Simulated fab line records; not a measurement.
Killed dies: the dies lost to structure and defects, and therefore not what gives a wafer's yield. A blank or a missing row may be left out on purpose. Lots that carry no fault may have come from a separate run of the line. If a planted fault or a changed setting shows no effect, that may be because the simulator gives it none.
Split-lot study | flow n5Finfet | on a route of 1938 steps: 7 lots, 21 wafers read

THE SPLIT ITSELF
At N5_SD_EPI_P_EPI_21 (deposits SiGe:B, time 355 s), the setting tempC was moved away from the recipe's 550 C on 3 of the 21 wafers read, by -0.3% to +0.5%. All remaining wafers had this setting at the recipe value.

FROM THE SPLIT TO THE READING: what the file shows between them, 2 steps
- N5_SD_EPI_P_HM_STRIP_48: strips SiNx in H3PO4, material SiNx, target depth 3 nm
- N5_SD_ACTIVATION_LSA_01: time 0.0008 s (also split here: tempC)

THE READING
RS_SD_P (ohm/sq), read at N5_SD_ACTIVATION_RS_MEAS_03 with a four-point probe. Typical for fault-free wafers on this fab line: 55.9 ohm/sq, with standard deviation 0.89 ohm/sq.

wafer  | tool, chamber at the split | tempC as run, C | against the recipe | RS_SD_P, ohm/sq | against lot-mates on the recipe
L076.3 | epiRpcvd-03, 0             | 550             | recipe             | 56.1            | -
L076.4 | epiRpcvd-03, 0             | 550             | recipe             | 57.1            | -
L076.6 | epiRpcvd-03, 0             | 550             | recipe             | 55.3            | -
L077.3 | epiRpcvd-01, 0             | 550             | recipe             | 56.6            | -
L077.5 | epiRpcvd-01, 0             | 552.7           | +0.5%              | 52.3            | -3.9
L077.6 | epiRpcvd-01, 0             | 550             | recipe             | 55.7            | -
L078.4 | epiRpcvd-01, 0             | 550             | recipe             | 55.7            | -
L078.5 | epiRpcvd-01, 0             | 548.4           | -0.3%              | 59.4            | +3.4
L078.6 | epiRpcvd-01, 0             | 550             | recipe             | 56.2            | -
L082.2 | epiRpcvd-04, 0             | 550             | recipe             | 56.5            | -
L082.4 | epiRpcvd-04, 0             | 550             | recipe             | 56.1            | -
L082.6 | epiRpcvd-04, 0             | 550             | recipe             | 56.0            | -
L083.3 | epiRpcvd-01, 0             | 550             | recipe             | 54.6            | -
L083.5 | epiRpcvd-01, 0             | 550             | recipe             | 54.7            | -
L083.6 | epiRpcvd-01, 0             | 550             | recipe             | 55.1            | -
L090.3 | epiRpcvd-04, 0             | 550             | recipe             | 54.9            | -
L090.4 | epiRpcvd-04, 0             | 550             | recipe             | 55.9            | -
L090.6 | epiRpcvd-04, 0             | 552.5           | +0.5%              | 51.7            | -3.7
L094.2 | epiRpcvd-01, 0             | 550             | recipe             | 57.1            | -
L094.3 | epiRpcvd-01, 0             | 550             | recipe             | 56.3            | -
L094.4 | epiRpcvd-01, 0             | 550             | recipe             | 56.8            | -

THE FIT
A straight line over all 21 wafers: RS_SD_P changes by -8.94 ohm/sq for each +1% of tempC; r = -0.88; the points scatter about the line by 0.77 ohm/sq.
The same after taking each lot's own level away (the mean of its wafers on the recipe; 21 wafers): -8.69 ohm/sq for each +1%; r = -0.95; scatter 0.47 ohm/sq.
On that fit, the largest move of tempC shifts the reading by 4.3 ohm/sq.
The span of the lots' own levels, 54.80 to 56.73 ohm/sq, comes to 2.2 times the standard deviation stated above.
The two slopes agree, so the slope changes little with the lot-to-lot level.
Check: with one of the wafers moved furthest among these (+0.5%) left out of the fit, the line predicts -4.48 ohm/sq for it against its lot-mates. Against them it came out at -3.85 ohm/sq.

THESE WAFERS: OTHER SPLITS
Before the reading, these wafers also passed through other splits. Each is held against what the fit with the lots' levels taken away leaves over:
other split on the same wafers | wafers away from the commonest value | r with RS_SD_P (lot level and that fit taken away)
N5_SD_ACTIVATION_LSA_01 tempC  | 3                                    | -0.44

THE WHOLE CHAIN: every reading that the file lists as answering this split, in the file's order
step                        | what it does                                           | reading                                                                          | change (the file's fit)              | r (the file's)
N5_SD_EPI_P_EPI_21          | deposits SiGe:B, time 355 s                            | SiGe-B_of_SD_EPI_P_EPI_21.thkNm (the simulator's own value, which no gauge read) | +9.62 nm for each +1% of the setting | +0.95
N5_SD_EPI_P_HM_STRIP_48     | strips SiNx in H3PO4, material SiNx, target depth 3 nm | SiGe-B_of_SD_EPI_P_EPI_21.thkNm (the simulator's own value, which no gauge read) | +9.4 nm for each +1% of the setting  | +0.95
N5_SD_ACTIVATION_RS_MEAS_03 | measures by four-point-probe                           | RS_SD_P                                                                          | -8.59 for each +1% of the setting    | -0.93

FILE'S OWN FIT
RS_SD_P changes by -8.59 ohm/sq for each +1% of tempC, r = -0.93.
